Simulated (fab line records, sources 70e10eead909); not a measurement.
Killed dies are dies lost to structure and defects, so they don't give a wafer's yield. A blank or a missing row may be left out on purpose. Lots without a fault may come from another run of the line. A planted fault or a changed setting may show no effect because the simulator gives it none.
Problem report in the 8D (eight disciplines) form, filled by code | flow nand_harc | the parts of the form that need people (team, actions taken, sign-off) are left out

1. THE PROBLEM
exposure_dose_mJ_cm2 at NHARC_A_STAIRCASE_EXPOSE_06 reads a mean of 21.657 on 6 wafers of 2 lots; wafers without a fault read 25.427 with a standard deviation of 0.028. That is -99 or more standard deviations from the usual mean.
The step: exposes mask STAIR.
First seen on wafer L324.1, day 24 16:13, on krf_scanner-01. The record holds 36 wafers of 12 lots with a number at this step. Rule for "out", or "out of limits": more than 4 standard deviations from the usual mean. The other wafers with a number count as sound.

2. WHAT IT IS AND WHAT IT IS NOT
question                    | is                     | is not
which readings at this step | exposure_dose_mJ_cm2   | -
which lots                  | L324, L326             | L304, L305, L308, L309, L310, L313, L314, L315, L316, L325
which wafers of those lots  | all that have a number | -
read on which tools         | krf_scanner-01         | krf_scanner-03, krf_scanner-04
when                        | from day 24 16:13      | up to then (27 sound wafers); but 3 sound wafers of L325 came after

3. SUSPECTS, AND WHAT RULES EACH OUT
Counting: a tool at a process step up to the reading stays a suspect if it ran every lot that is out and no sound lot after the first of them.
- krf_scanner-01 at NHARC_A_STAIRCASE_EXPOSE_06 (exposes mask STAIR): kept. It ran every lot that is out, first L324 (day 24 16:13), and no sound lot after that; its last sound lot up to then is L313 (day 20 06:09). Its own readings are out on those wafers: exposure_dose_mJ_cm2.
Left after counting: krf_scanner-01 at NHARC_A_STAIRCASE_EXPOSE_06.

4. THE CAUSE (what the simulator had put in)
Process parameter drift: krf_scanner-01, from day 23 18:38 on, at NHARC_A_STAIRCASE_EXPOSE_06. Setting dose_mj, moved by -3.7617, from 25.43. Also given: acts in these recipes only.
Counting left only this tool.

5. THE CHAIN OF EFFECTS, in route order
Each row: a reading whose mean over the struck wafers that have a number lies more than 3 standard deviations from the usual. Only readings for which the record gives a usual standard deviation are gone through. hours: the time from each lot's start at the first step in this table that gives one to its start at this step, as a median over the lots. sigmas: the change in usual standard deviations.
hours | step                        | reading              | usual  | on struck wafers | change | sigmas
0     | NHARC_A_STAIRCASE_EXPOSE_06 | exposure_dose_mJ_cm2 | 25.427 | 21.657           | -3.770 | -99 or more
The process steps in it:
- NHARC_A_STAIRCASE_EXPOSE_06: exposes mask STAIR.

6. WHAT WOULD HAVE CAUGHT IT SOONER
In this record the first reading out of limits was taken at day 24 16:13, 22 hours after the fault began at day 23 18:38.
